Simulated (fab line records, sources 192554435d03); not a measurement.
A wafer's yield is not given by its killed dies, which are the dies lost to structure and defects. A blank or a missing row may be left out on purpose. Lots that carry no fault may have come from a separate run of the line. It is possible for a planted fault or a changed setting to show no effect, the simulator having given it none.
Which tool was responsible? :: flow n5Finfet :: 72 wafers from 24 lots sampled at 4 of the route's 1938 steps

WHAT THE GAUGES SHOWED, per wafer
N5_BEOL_M3_CD_MEAS_28: target cd 25.7 nm, target cd y 23.3 nm. Usual: 25.7 nm for cdNm, sd 0.31.
lot: L075
measured: day 7 01:05
on: cdSem-03
cdNm (nm): 25.5 25.2 24.9
flag: 

lot: L074
measured: day 7 01:10
on: cdSem-01
cdNm (nm): 25.4 25.6 26.0
flag: 

lot: L076
measured: day 7 08:20
on: cdSem-03
cdNm (nm): 26.1 25.7 26.1
flag: 

lot: L077
measured: day 7 19:17
on: cdSem-01
cdNm (nm): 25.5 25.6 25.5
flag: 

lot: L078
measured: day 7 22:06
on: cdSem-01
cdNm (nm): 25.6 25.5 25.7
flag: 

lot: L079
measured: day 8 10:16
on: cdSem-03
cdNm (nm): 25.5 25.7 26.1
flag: 

lot: L080
measured: day 8 16:40
on: cdSem-03
cdNm (nm): 25.5 25.5 25.6
flag: 

lot: L081
measured: day 8 20:11
on: cdSem-03
cdNm (nm): 26.1 26.0 25.8
flag: 

lot: L082
measured: day 8 21:25
on: cdSem-02
cdNm (nm): 25.6 26.1 26.0
flag: 

lot: L083
measured: day 9 02:38
on: cdSem-01
cdNm (nm): 25.5 25.9 25.8
flag: 

lot: L084
measured: day 9 05:11
on: cdSem-02
cdNm (nm): 25.8 25.6 25.6
flag: 

lot: L086
measured: day 9 23:38
on: cdSem-03
cdNm (nm): 26.0 26.2 25.8
flag: 

lot: L085
measured: day 10 05:35
on: cdSem-02
cdNm (nm): 25.9 25.7 25.4
flag: 

lot: L087
measured: day 10 05:58
on: cdSem-03
cdNm (nm): 25.3 25.5 25.6
flag: 

lot: L088
measured: day 10 11:14
on: cdSem-01
cdNm (nm): 25.3 25.4 25.3
flag: 

lot: L089
measured: day 10 22:14
on: cdSem-01
cdNm (nm): 25.9 25.6 25.9
flag: 

lot: L090
measured: day 11 02:07
on: cdSem-02
cdNm (nm): 25.8 24.9 25.2
flag: 

lot: L091
measured: day 11 06:26
on: cdSem-03
cdNm (nm): 25.5 26.1 25.4
flag: 

lot: L093
measured: day 11 22:52
on: cdSem-02
cdNm (nm): 25.8 26.0 25.6
flag: 

lot: L092
measured: day 12 03:04
on: cdSem-01
cdNm (nm): 25.1 25.8 25.9
flag: 

lot: L094
measured: day 12 10:07
on: cdSem-01
cdNm (nm): 26.1 25.9 26.0
flag: 

lot: L095
measured: day 12 19:16
on: cdSem-03
cdNm (nm): 26.1 26.1 26.1
flag: 

lot: L096
measured: day 13 08:32
on: cdSem-03
cdNm (nm): 25.3 25.6 25.0
flag: 

lot: L097
measured: day 13 11:40
on: cdSem-02
cdNm (nm): 25.3 25.1 25.6
flag: 

N5_BEOL_M3_INSPECT_30: inspects for defects (brightfield). Usual: 394 for rawDefectCount, sd 79.
lot: L075
measured: day 7 01:12
on: defectInspect-02
rawDefectCount: 528 486 486
flag: 

lot: L074
measured: day 7 01:14
on: defectInspect-02
rawDefectCount: 460 328 310
flag: 

lot: L076
measured: day 7 08:25
on: defectInspect-02
rawDefectCount: 380 378 345
flag: 

lot: L077
measured: day 7 19:22
on: defectInspect-02
rawDefectCount: 484 426 341
flag: 

lot: L078
measured: day 7 22:11
on: defectInspect-02
rawDefectCount: 550 377 370
flag: 

lot: L079
measured: day 8 10:22
on: defectInspect-01
rawDefectCount: 316 344 345
flag: 

lot: L080
measured: day 8 16:45
on: defectInspect-01
rawDefectCount: 317 309 290
flag: 

lot: L081
measured: day 8 20:16
on: defectInspect-02
rawDefectCount: 529 477 351
flag: 

lot: L082
measured: day 8 21:31
on: defectInspect-02
rawDefectCount: 173 497 287
flag: 

lot: L083
measured: day 9 02:43
on: defectInspect-02
rawDefectCount: 422 395 432
flag: 

lot: L084
measured: day 9 05:17
on: defectInspect-02
rawDefectCount: 412 499 406
flag: 

lot: L086
measured: day 9 23:43
on: defectInspect-02
rawDefectCount: 556 509 389
flag: 

lot: L085
measured: day 10 05:40
on: defectInspect-01
rawDefectCount: 416 433 408
flag: 

lot: L087
measured: day 10 06:04
on: defectInspect-02
rawDefectCount: 474 435 422
flag: 

lot: L088
measured: day 10 11:19
on: defectInspect-01
rawDefectCount: 400 385 308
flag: 

lot: L089
measured: day 10 22:19
on: defectInspect-01
rawDefectCount: 415 256 266
flag: 

lot: L090
measured: day 11 02:13
on: defectInspect-02
rawDefectCount: 372 424 341
flag: 

lot: L091
measured: day 11 06:31
on: defectInspect-02
rawDefectCount: 361 403 370
flag: 

lot: L093
measured: day 11 22:56
on: defectInspect-02
rawDefectCount: 411 452 442
flag: 

lot: L092
measured: day 12 03:10
on: defectInspect-01
rawDefectCount: 294 335 201
flag: 

lot: L094
measured: day 12 10:13
on: defectInspect-01
rawDefectCount: 393 451 477
flag: 

lot: L095
measured: day 12 19:22
on: defectInspect-02
rawDefectCount: 304 463 422
flag: 

lot: L096
measured: day 13 08:37
on: defectInspect-02
rawDefectCount: 672 309 414
flag: 

lot: L097
measured: day 13 11:46
on: defectInspect-01
rawDefectCount: 359 392 352
flag: 

WHICH TOOL RAN EACH LOT (tool, then ch and the chambers of the sampled wafers, then the start)
lot: L075
N5_BEOL_M2_SPUTTER_94: pvdSputter-02, day 6 20:11
N5_BEOL_M2_SPUTTER_96: pvdSputter-02, day 6 20:24

lot: L074
N5_BEOL_M2_SPUTTER_94: pvdSputter-01, day 6 20:30
N5_BEOL_M2_SPUTTER_96: pvdSputter-01, day 6 20:43

lot: L076
N5_BEOL_M2_SPUTTER_94: pvdSputter-02, day 7 03:50
N5_BEOL_M2_SPUTTER_96: pvdSputter-02, day 7 04:04

lot: L077
N5_BEOL_M2_SPUTTER_94: pvdSputter-01, day 7 12:29
N5_BEOL_M2_SPUTTER_96: pvdSputter-01, day 7 12:42

lot: L078
N5_BEOL_M2_SPUTTER_94: pvdSputter-02, day 7 17:27
N5_BEOL_M2_SPUTTER_96: pvdSputter-02, day 7 17:40

lot: L079
N5_BEOL_M2_SPUTTER_94: pvdSputter-03, day 8 05:22
N5_BEOL_M2_SPUTTER_96: pvdSputter-03, day 8 05:35

lot: L080
N5_BEOL_M2_SPUTTER_94: pvdSputter-03, day 8 12:10
N5_BEOL_M2_SPUTTER_96: pvdSputter-03, day 8 12:23

lot: L081
N5_BEOL_M2_SPUTTER_94: pvdSputter-01, day 8 17:06
N5_BEOL_M2_SPUTTER_96: pvdSputter-01, day 8 17:19

lot: L082
N5_BEOL_M2_SPUTTER_94: pvdSputter-02, day 8 18:16
N5_BEOL_M2_SPUTTER_96: pvdSputter-02, day 8 18:29

lot: L083
N5_BEOL_M2_SPUTTER_94: pvdSputter-01, day 8 21:50
N5_BEOL_M2_SPUTTER_96: pvdSputter-01, day 8 22:03

lot: L084
N5_BEOL_M2_SPUTTER_94: pvdSputter-01, day 9 01:34
N5_BEOL_M2_SPUTTER_96: pvdSputter-01, day 9 01:47

lot: L086
N5_BEOL_M2_SPUTTER_94: pvdSputter-02, day 9 19:17
N5_BEOL_M2_SPUTTER_96: pvdSputter-02, day 9 19:31

lot: L085
N5_BEOL_M2_SPUTTER_94: pvdSputter-03, day 10 00:13
N5_BEOL_M2_SPUTTER_96: pvdSputter-03, day 10 00:26

lot: L087
N5_BEOL_M2_SPUTTER_94: pvdSputter-01, day 10 02:07
N5_BEOL_M2_SPUTTER_96: pvdSputter-01, day 10 02:20

lot: L088
N5_BEOL_M2_SPUTTER_94: pvdSputter-01, day 10 07:43
N5_BEOL_M2_SPUTTER_96: pvdSputter-01, day 10 07:56

lot: L089
N5_BEOL_M2_SPUTTER_94: pvdSputter-02, day 10 18:40
N5_BEOL_M2_SPUTTER_96: pvdSputter-02, day 10 18:53

lot: L090
N5_BEOL_M2_SPUTTER_94: pvdSputter-03, day 10 21:49
N5_BEOL_M2_SPUTTER_96: pvdSputter-03, day 10 22:02

lot: L091
N5_BEOL_M2_SPUTTER_94: pvdSputter-01, day 11 03:10
N5_BEOL_M2_SPUTTER_96: pvdSputter-01, day 11 03:23

lot: L093
N5_BEOL_M2_SPUTTER_94: pvdSputter-03, day 11 18:41
N5_BEOL_M2_SPUTTER_96: pvdSputter-03, day 11 18:54

lot: L092
N5_BEOL_M2_SPUTTER_94: pvdSputter-03, day 11 20:59
N5_BEOL_M2_SPUTTER_96: pvdSputter-03, day 11 21:12

lot: L094
N5_BEOL_M2_SPUTTER_94: pvdSputter-01, day 12 06:24
N5_BEOL_M2_SPUTTER_96: pvdSputter-01, day 12 06:37

lot: L095
N5_BEOL_M2_SPUTTER_94: pvdSputter-03, day 12 13:28
N5_BEOL_M2_SPUTTER_96: pvdSputter-03, day 12 13:41

lot: L096
N5_BEOL_M2_SPUTTER_94: pvdSputter-01, day 13 04:10
N5_BEOL_M2_SPUTTER_96: pvdSputter-01, day 13 04:23

lot: L097
N5_BEOL_M2_SPUTTER_94: pvdSputter-02, day 13 06:23
N5_BEOL_M2_SPUTTER_96: pvdSputter-02, day 13 06:37
- N5_BEOL_M2_SPUTTER_94: material Cu, target thk 4.5 nm, time 8.29 s.
- N5_BEOL_M2_SPUTTER_96: material Cu, target thk 4.5 nm, time 8.29 s.

WHAT THE TOOLS THEMSELVES READ (means of the sampled wafers that have a number; where no wafer has one, the mark that the record gives instead)
N5_BEOL_M2_SPUTTER_94. Usual: 29.8 % for throttleValvePct, sd 0.94.
lot: L075
tool: pvdSputter-02
throttleValvePct (%): 28.9
flag: 

lot: L074
tool: pvdSputter-01
throttleValvePct (%): 29.4
flag: 

lot: L076
tool: pvdSputter-02
throttleValvePct (%): 29.9
flag: 

lot: L077
tool: pvdSputter-01
throttleValvePct (%): 29.6
flag: 

lot: L078
tool: pvdSputter-02
throttleValvePct (%): 28.9
flag: 

lot: L079
tool: pvdSputter-03
throttleValvePct (%): 30.6
flag: 

lot: L080
tool: pvdSputter-03
throttleValvePct (%): 30.3
flag: 

lot: L081
tool: pvdSputter-01
throttleValvePct (%): 30.2
flag: 

lot: L082
tool: pvdSputter-02
throttleValvePct (%): 29.0
flag: 

lot: L083
tool: pvdSputter-01
throttleValvePct (%): 29.7
flag: 

lot: L084
tool: pvdSputter-01
throttleValvePct (%): 29.7
flag: 

lot: L086
tool: pvdSputter-02
throttleValvePct (%): 29.7
flag: 

lot: L085
tool: pvdSputter-03
throttleValvePct (%): 30.6
flag: 

lot: L087
tool: pvdSputter-01
throttleValvePct (%): 29.9
flag: 

lot: L088
tool: pvdSputter-01
throttleValvePct (%): 30.4
flag: 

lot: L089
tool: pvdSputter-02
throttleValvePct (%): 28.9
flag: 

lot: L090
tool: pvdSputter-03
throttleValvePct (%): 29.7
flag: 

lot: L091
tool: pvdSputter-01
throttleValvePct (%): 29.3
flag: 

lot: L093
tool: pvdSputter-03
throttleValvePct (%): 30.6
flag: 

lot: L092
tool: pvdSputter-03
throttleValvePct (%): 29.9
flag: 

lot: L094
tool: pvdSputter-01
throttleValvePct (%): 30.0
flag: 

lot: L095
tool: pvdSputter-03
throttleValvePct (%): 30.2
flag: 

lot: L096
tool: pvdSputter-01
throttleValvePct (%): 29.3
flag: 

lot: L097
tool: pvdSputter-02
throttleValvePct (%): 29.8
flag: 

N5_BEOL_M2_SPUTTER_96. Usual: 29.8 % for throttleValvePct, sd 0.95.
lot: L075
tool: pvdSputter-02
throttleValvePct (%): 28.7
flag: 

lot: L074
tool: pvdSputter-01
throttleValvePct (%): 29.2
flag: 

lot: L076
tool: pvdSputter-02
throttleValvePct (%): 29.9
flag: 

lot: L077
tool: pvdSputter-01
throttleValvePct (%): 29.6
flag: 

lot: L078
tool: pvdSputter-02
throttleValvePct (%): 28.8
flag: 

lot: L079
tool: pvdSputter-03
throttleValvePct (%): 30.5
flag: 

lot: L080
tool: pvdSputter-03
throttleValvePct (%): 30.2
flag: 

lot: L081
tool: pvdSputter-01
throttleValvePct (%): 30.0
flag: 

lot: L082
tool: pvdSputter-02
throttleValvePct (%): 28.9
flag: 

lot: L083
tool: pvdSputter-01
throttleValvePct (%): 29.8
flag: 

lot: L084
tool: pvdSputter-01
throttleValvePct (%): 29.9
flag: 

lot: L086
tool: pvdSputter-02
throttleValvePct (%): 29.6
flag: 

lot: L085
tool: pvdSputter-03
throttleValvePct (%): 30.6
flag: 

lot: L087
tool: pvdSputter-01
throttleValvePct (%): 29.9
flag: 

lot: L088
tool: pvdSputter-01
throttleValvePct (%): 30.3
flag: 

lot: L089
tool: pvdSputter-02
throttleValvePct (%): 29.0
flag: 

lot: L090
tool: pvdSputter-03
throttleValvePct (%): 29.8
flag: 

lot: L091
tool: pvdSputter-01
throttleValvePct (%): 29.4
flag: 

lot: L093
tool: pvdSputter-03
throttleValvePct (%): 30.4
flag: 

lot: L092
tool: pvdSputter-03
throttleValvePct (%): 29.7
flag: 

lot: L094
tool: pvdSputter-01
throttleValvePct (%): 29.8
flag: 

lot: L095
tool: pvdSputter-03
throttleValvePct (%): 30.3
flag: 

lot: L096
tool: pvdSputter-01
throttleValvePct (%): 29.2
flag: 

lot: L097
tool: pvdSputter-02
throttleValvePct (%): 29.9
flag: 

THE ANSWER, worked out from the rows above alone
Rule: take the mean of a lot's wafers that have a number; if it is more than 3 standard deviations from the usual mean, the lot is off. Also off: a lot with no number at a reading for which 4 or more lots have one. The other lots that the step has rows for count as sound. First the gauges in route order, then the tools' own readings, where a lot's mean is used as printed above. At the first step where some lot is off, the reading lying furthest off is the one used; lots without a number count as furthest.
Across all readings shown, no lot is off: no conclusion can be drawn from this.

WHAT HAD BEEN PUT IN BY THE SIMULATOR
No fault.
